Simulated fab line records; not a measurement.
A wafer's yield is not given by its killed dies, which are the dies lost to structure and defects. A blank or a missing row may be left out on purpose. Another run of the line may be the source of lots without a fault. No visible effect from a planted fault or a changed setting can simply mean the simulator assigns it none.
Comparing a struck lot with a sound one ; flow nandHarc ; 16 steps out of a route of 1302
Sound: the wafers L996.1, L996.4, L996.5. The struck wafers were L992.4, L992.5, L992.6. Last of all comes the cause.
Per side, at each step with rows, come the tool, then ch with its chambers, and then its first start. Under that, the readings that differ: sound wafers ; struck wafers ; difference of the means ; sigmas: that difference in standard deviations of wafers without a fault.
alike: readings whose means differ by less than 2 such deviations, and words and numbers that are the same on both sides. not compared: withheld readings, readings that some wafer has no value for, bounds like >300 that may hide the same value, and numbers for which the record gives no deviation and whose values overlap.
Wherever a step has rows on one side only, a row that says differs or no value, or a row with sigmas, the two part there. When numbers do not overlap yet have no deviation, they are printed without sigmas and do not part them. Lack of a reading on every wafer of one side parts them only where that side has two or more wafers.

first, 1 step without rows for these wafers: NHARC_A_DECK1_JOINT_SRD_15.
NHARC_A_DECK1_JOINT_DEP_16: deposits SiO2, target thk 45 nm.
  sound on pecvd-03 ch 0,1, day 17 22:05; struck on pecvd-03 ch 0,1,2, day 15 17:47
  alike: chamberPressureTorr, heaterPowerW, showerheadVppV, throttleValvePct
NHARC_A_DECK1_JOINT_THK_MEAS_17: measures by ellipsometry.
  sound: filmMetro-01 at day 17 22:20; struck: filmMetro-01 at day 15 17:58
  alike: thkNm
NHARC_A_DECK1_JOINT_INSPECT_05:
  sound: defectInspect-01 at day 17 22:22; struck: defectInspect-01 at day 15 18:01
  alike: rawDefectCount
then NHARC_A_ONON_D2_DEP_00 (target thk 1000 nm), 1 step lacking rows for these wafers.
NHARC_A_ONON_D2_THK_MEAS_02: measures by ellipsometry.
  sound: filmMetro-02 at day 17 22:56; struck: filmMetro-02 at day 15 18:37
reading;sound;struck;difference;sigmas
thkNm (nm);1004 1002 1003;979 979 980;-24;-2
then NHARC_A_ONON_D2_DEP_03 (target thk 1000 nm), 1 step lacking rows for these wafers.
NHARC_A_ONON_D2_THK_MEAS_05: measures by ellipsometry.
  sound: filmMetro-02 at day 17 23:31; struck: filmMetro-01 at day 15 19:11
  alike: thkNm
then NHARC_A_ONON_D2_DEP_06 (target thk 1000 nm), 1 step lacking rows for these wafers.
NHARC_A_ONON_D2_THK_MEAS_08: measures by ellipsometry.
  sound: filmMetro-01 at day 18 00:05; struck: filmMetro-01 at day 15 19:46
  alike: thkNm
then NHARC_A_ONON_D2_DEP_09 (target thk 1000 nm), 1 step lacking rows for these wafers.
NHARC_A_ONON_D2_THK_MEAS_11: measures by ellipsometry.
  sound: filmMetro-01 at day 18 00:38; struck: filmMetro-01 at day 15 20:19
reading;sound;struck;difference;sigmas
thkNm (nm);978 979 980;1008 1006 1006;+28;+3
NHARC_A_ONON_D2_DEP_12: target thk 1000 nm.
  sound on pecvdOnon-02 ch 0, day 18 00:42; struck on pecvdOnon-01 ch 0, day 15 20:33
NHARC_A_ONON_D2_THK_MEAS_14: measures by ellipsometry.
  sound: filmMetro-01 at day 18 01:13; struck: filmMetro-01 at day 15 20:53
reading;sound;struck;difference;sigmas
thkNm (nm);1004 1004 1005;620 622 620;-384;-35
then, 1 step without rows for these wafers: NHARC_A_ONON_D2_ANNEAL_15 (time 3600 s).
-- break in the record here, with 12 days between the starts of the struck wafers on either side (left off in module A_ONON_D2, picked up again in module END, where the first step shown is number 1302 on the route) --
NHARC_END_SORT_01:
  the record has rows for the struck wafers here (prober-02 ch 0, day 28 02:41) and none for the sound ones

## WHERE THEY PART
Earliest at NHARC_A_ONON_D2_THK_MEAS_02; latest, in this record, at NHARC_END_SORT_01.

WHY: whatever the simulator had introduced
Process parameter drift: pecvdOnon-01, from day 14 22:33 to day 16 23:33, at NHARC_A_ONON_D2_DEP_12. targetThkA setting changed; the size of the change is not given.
